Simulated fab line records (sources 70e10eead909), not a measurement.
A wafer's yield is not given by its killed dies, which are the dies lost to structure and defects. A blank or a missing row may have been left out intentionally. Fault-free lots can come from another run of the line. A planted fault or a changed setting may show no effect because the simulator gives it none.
Which tool did it? | flow nand-harc | Sampling: 6 lots, 18 wafers, 4 of 1159 route steps

WHAT THE GAUGES SHOWED, per wafer
NHARC_THIN_TSV_CD_MEAS_37.
lot  | measured     | on        | cd-nm (nm)
L918 | day 19 07:29 | cd-sem-01 | 5000 5004 5001
L917 | day 19 08:35 | cd-sem-01 | 5001 4997 5002
L919 | day 20 07:13 | cd-sem-03 | 5004 4998 5002
L924 | day 22 02:30 | cd-sem-02 | 5003 5006 5009
L932 | day 23 15:48 | cd-sem-03 | 5001 5003 5004
L936 | day 24 14:25 | cd-sem-02 | 5002 5000 4998

EACH LOT AND THE TOOL THAT RAN IT (in order: tool; ch and the chambers of the sampled wafers; start)
lot  | NHARC_A_SGD_CUT_STRIP_60           | NHARC_A_M1_ETCH_28                            | NHARC_HYBRID_BOND_ACTIVATE_00
L918 | rie-diel-08 ch 0,1, day 14 08:19   | rie-diel-09 ch 1,2,3, day 18 08:10 or earlier | rie-diel-04 ch 0,1,3, day 18 08:10
L917 | rie-diel-08 ch 0,1,3, day 14 09:23 | rie-diel-10 ch 0,1,3, day 18 06:19 or earlier | rie-diel-04 ch 0,1,3, day 18 06:19
L919 | rie-diel-08 ch 1,2,3, day 14 16:20 | rie-diel-10 ch 0,2, day 19 06:06 or earlier   | rie-diel-04 ch 0,2, day 19 06:06
L924 | rie-diel-08 ch 0,1,3, day 17 05:21 | rie-diel-07 ch 0,2,3, day 21 05:45 or earlier | rie-diel-04 ch 1,2,3, day 21 05:45
L932 | rie-diel-06 ch 0,1,2, day 18 09:08 | rie-diel-07 ch 1,3, day 22 15:33 or earlier   | rie-diel-04 ch 0,1, day 22 15:33
L936 | rie-diel-08 ch 0,3, day 19 09:12   | rie-diel-09 ch 0,2,3, day 23 17:45 or earlier | rie-diel-04 ch 2,3, day 23 17:45
- NHARC_A_SGD_CUT_STRIP_60: strips in C4F8/O2/Ar.
- NHARC_A_M1_ETCH_28: etches the open film in CF4/N2, target depth 30 nm, time 72.99 s.
- NHARC_HYBRID_BOND_ACTIVATE_00: chemistry N2, time 60 s.

THE ANSWER, worked out from the rows above alone
Rule: what is usual is taken from the lots themselves. The widest of any qualifying gaps counts: lots, ordered by their means at a reading, are off when they make up no more than a third of the lots, leave a main group of 4 or more, and stand apart from it by 3 or more times the standard deviation of that group's means. The tables above print the reading to a certain number of digits; a main group whose means all agree to those digits is not used. Also off: a lot with no number at a reading for which 4 or more lots have one. The other lots that the step has rows for count as sound.
Off: L924 (NHARC_THIN_TSV_CD_MEAS_37, cd-nm). For the main group the mean is 5001 nm and the standard deviation 1.
If a tool, at a process step before that reading, ran all the lots that are off and no sound lot after the first of them, it fits. Those tools and the gauges at NHARC_THIN_TSV_CD_MEAS_37 are tried in the same way. Because NHARC_A_M1_ETCH_28 lacks a start for some lots, the hours and order of its lots are taken from NHARC_HYBRID_BOND_ACTIVATE_00. No candidate that was tried fits.

WHAT HAD BEEN PUT IN BY THE SIMULATOR
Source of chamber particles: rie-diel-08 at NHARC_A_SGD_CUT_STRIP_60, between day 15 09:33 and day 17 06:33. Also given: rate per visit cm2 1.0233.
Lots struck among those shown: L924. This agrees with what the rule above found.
